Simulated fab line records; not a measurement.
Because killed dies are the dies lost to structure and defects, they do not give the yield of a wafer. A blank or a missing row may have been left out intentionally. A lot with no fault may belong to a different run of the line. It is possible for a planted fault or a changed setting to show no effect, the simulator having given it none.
Shared-tool check ; flow nand_harc ; 13 lots and 38 wafers in the sample

## WHAT PROMPTED THE OPENING
Flagged at NHARC_A_SOURCE_PLATE_INSPECT_08: reading raw_defect_count, on 1 of 13 lots. No-fault wafers: 56, standard deviation 24.
Rule: flag the lot when none of its wafers has a number, or when each of its wafers that has one lies beyond 4 standard deviations from that mean. All remaining lots are regarded as sound.

lot;measured;on;raw_defect_count, wafer by wafer;flag
L130;day 7 15:45;defect_inspect-01;78 23 66;
L132;day 8 07:06;defect_inspect-01;54 32 30;
L131;day 8 07:06;defect_inspect-02;66 49 73;
L133;day 8 20:40;defect_inspect-01;72 49 65;
L134;day 9 11:10;defect_inspect-02;38 58 33;
L135;day 9 20:34;defect_inspect-01;44 33 21;
L136;day 10 03:04;defect_inspect-01;77 34 60;
L140;day 12 02:05;defect_inspect-02;74 38 37;
L146;day 14 11:43;defect_inspect-01;565 572;FLAGGED
L148;day 15 03:59;defect_inspect-01;93 49 49;
L149;day 15 12:53;defect_inspect-02;40 32 46;
L151;day 16 08:58;defect_inspect-01;40 49 90;
L153;day 17 03:15;defect_inspect-02;55 80 91;
On average the flagged lots' numbers are 568, which is +512 against the usual, or +21 standard deviations.

## EACH LOT AND THE TOOL IT RAN ON
Before the reading, the record contains 2 process steps out of a 1302-step route. Every cell lists first the tool, next ch and the chambers used by the sampled wafers, and last the start.
lot;flag;NHARC_A_ZERO_WELL_ETCH_13;NHARC_A_SOURCE_PLATE_PVD_04
L130;;rie_si-05 ch 2,3, day 6 19:17;pvd_sputter-03, day 7 03:17
L132;;rie_si-06 ch 0,1, day 7 12:02;pvd_sputter-03, day 7 18:13
L131;;rie_si-01 ch 0,2, day 7 09:46;pvd_sputter-02, day 7 18:13
L133;;rie_si-06 ch 0,2, day 7 23:06;pvd_sputter-01, day 8 07:32
L134;;rie_si-06 ch 2,3, day 8 13:31;pvd_sputter-01, day 8 22:10
L135;;rie_si-05 ch 0,2,3, day 8 18:49;pvd_sputter-01, day 9 04:16
L136;;rie_si-05 ch 0,3, day 9 06:27;pvd_sputter-01, day 9 14:29
L140;;rie_si-01 ch 0,3, day 11 03:14;pvd_sputter-03, day 11 13:35
L146;FLAGGED;rie_si-06 ch 1, day 13 12:01;pvd_sputter-03, day 13 21:49
L148;;rie_si-01 ch 0,1, day 14 05:31;pvd_sputter-02, day 14 15:05
L149;;rie_si-06 ch 0,1,2, day 14 16:28;pvd_sputter-01, day 15 00:27
L151;;rie_si-06 ch 0,2, day 15 12:03;pvd_sputter-01, day 15 20:22
L153;;rie_si-05 ch 0,3, day 16 04:58;pvd_sputter-01, day 16 14:51
What is done by these steps:
- NHARC_A_ZERO_WELL_ETCH_13: etches the open film in HBr/Cl2, target depth 120 nm, time 40.1 s.
- NHARC_A_SOURCE_PLATE_PVD_04: deposits WSi2, target thk 50 nm.
- NHARC_A_SOURCE_PLATE_INSPECT_08

## FLAGGED OVER TOTAL, TOOL BY TOOL (the gauges that took the reading come last)
step;tool;lots run;flagged;share of the flagged lots;sound lots run after its first flagged lot
NHARC_A_ZERO_WELL_ETCH_13;rie_si-01;3;0;none;-
NHARC_A_ZERO_WELL_ETCH_13;rie_si-05;4;0;none;-
NHARC_A_ZERO_WELL_ETCH_13;rie_si-06;6;1;all;2 (L149,L151)
NHARC_A_SOURCE_PLATE_PVD_04;pvd_sputter-01;7;0;none;-
NHARC_A_SOURCE_PLATE_PVD_04;pvd_sputter-02;2;0;none;-
NHARC_A_SOURCE_PLATE_PVD_04;pvd_sputter-03;4;1;all;0
NHARC_A_SOURCE_PLATE_INSPECT_08;defect_inspect-01;8;1;all;2 (L148,L151)
NHARC_A_SOURCE_PLATE_INSPECT_08;defect_inspect-02;5;0;none;-

## WHAT THE TABLE PERMITS
All flagged lots were run by 3 table rows, namely rie_si-06 at NHARC_A_ZERO_WELL_ETCH_13, pvd_sputter-03 at NHARC_A_SOURCE_PLATE_PVD_04, defect_inspect-01 at NHARC_A_SOURCE_PLATE_INSPECT_08.
- rie_si-06 at NHARC_A_ZERO_WELL_ETCH_13: 1 of its 6 lots flagged. After the first flagged lot (L149, L151), sound lots still ran on it; a lasting fault on the whole tool would not permit that.
- pvd_sputter-03 at NHARC_A_SOURCE_PLATE_PVD_04: 1 of its 4 lots flagged. Last sound lot L140 at day 11 13:35, first flagged lot L146 at day 13 21:49; a fault beginning in between fits.
- defect_inspect-01 at NHARC_A_SOURCE_PLATE_INSPECT_08: 1 of its 8 lots flagged. After the first flagged lot (L148, L151), sound lots still ran on it; a lasting fault on the whole tool would not permit that.
What remains is a single tool, pvd_sputter-03 at NHARC_A_SOURCE_PLATE_PVD_04.

## WHAT THE SIMULATOR HAD INSERTED
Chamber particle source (pvd_sputter-03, NHARC_A_SOURCE_PLATE_PVD_04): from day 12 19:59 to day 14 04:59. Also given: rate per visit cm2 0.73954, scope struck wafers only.
Struck lots among those shown: L146. Same finding as the rule above.
